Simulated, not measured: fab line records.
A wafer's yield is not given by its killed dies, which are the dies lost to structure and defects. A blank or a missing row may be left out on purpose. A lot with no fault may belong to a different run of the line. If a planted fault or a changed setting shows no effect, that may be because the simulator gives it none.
Matching of chambers | flow n5Finfet | 4 sister chambers for N5_MOL_CONTACT_COAG_ETCH_105 on rieDiel-03
The step etches SiARC in CF4, target depth 15.6 nm, time 26 s. 8 wafers are shown with their chamber, then 9 later ones without.

== WAFERS, EACH WITH ITS CHAMBER ==
wafer  | chamber | drypumpMotorCurrentA (A) | throttleValvePct (%)
L080.3 | 0       | 6.3                      | 15.80
L087.1 | 3       | 5.9                      | 15.46
L087.2 | 0       | 6.3                      | 15.84
L087.5 | 1       | 6.4                      | 15.58
L087.6 | 2       | 5.5                      | 15.69
L089.4 | 1       | 6.3                      | 15.59
L089.5 | 2       | 5.4                      | 15.71
L089.6 | 3       | 5.9                      | 15.45

== WAFERS WITH NO CHAMBER GIVEN ==
wafer  | drypumpMotorCurrentA (A) | throttleValvePct (%)
L090.1 | 6.3                      | 15.85
L090.2 | 6.3                      | 15.61
L090.6 | 6.3                      | 15.85
L092.1 | 6.3                      | 15.62
L092.2 | 5.9                      | 15.49
L092.3 | 6.3                      | 15.87
L092.4 | 6.3                      | 15.60
L092.5 | 6.3                      | 15.86
L092.6 | 5.9                      | 15.46

== THE CHAMBER EACH PASSED THROUGH ==
wafer  | from the rows above | in truth
L090.1 | 0                   | 0
L090.2 | 1                   | 1
L090.6 | 0                   | 0
L092.1 | 1                   | 1
L092.2 | 3                   | 3
L092.3 | 0                   | 0
L092.4 | 1                   | 1
L092.5 | 0                   | 0
L092.6 | 3                   | 3
Placed correctly: 9 of 9. Number that these rows cannot place: 0. 0 placed wrongly.
How it was worked out, from the rows above alone: a wafer's distance from a chamber is the root of the sum, over the readings, of the square of ((its reading less the chamber's mean) divided by the reading's scatter). If the next closest chamber is less than 2 further off than the closest, the wafer can't be placed; otherwise it belongs to the closest. Each chamber's mean is taken over the wafers shown for it. The scatter is the square root of a quotient: the sum, over the shown wafers, of each reading's squared deviation from its chamber's mean, divided by wafers minus chambers.
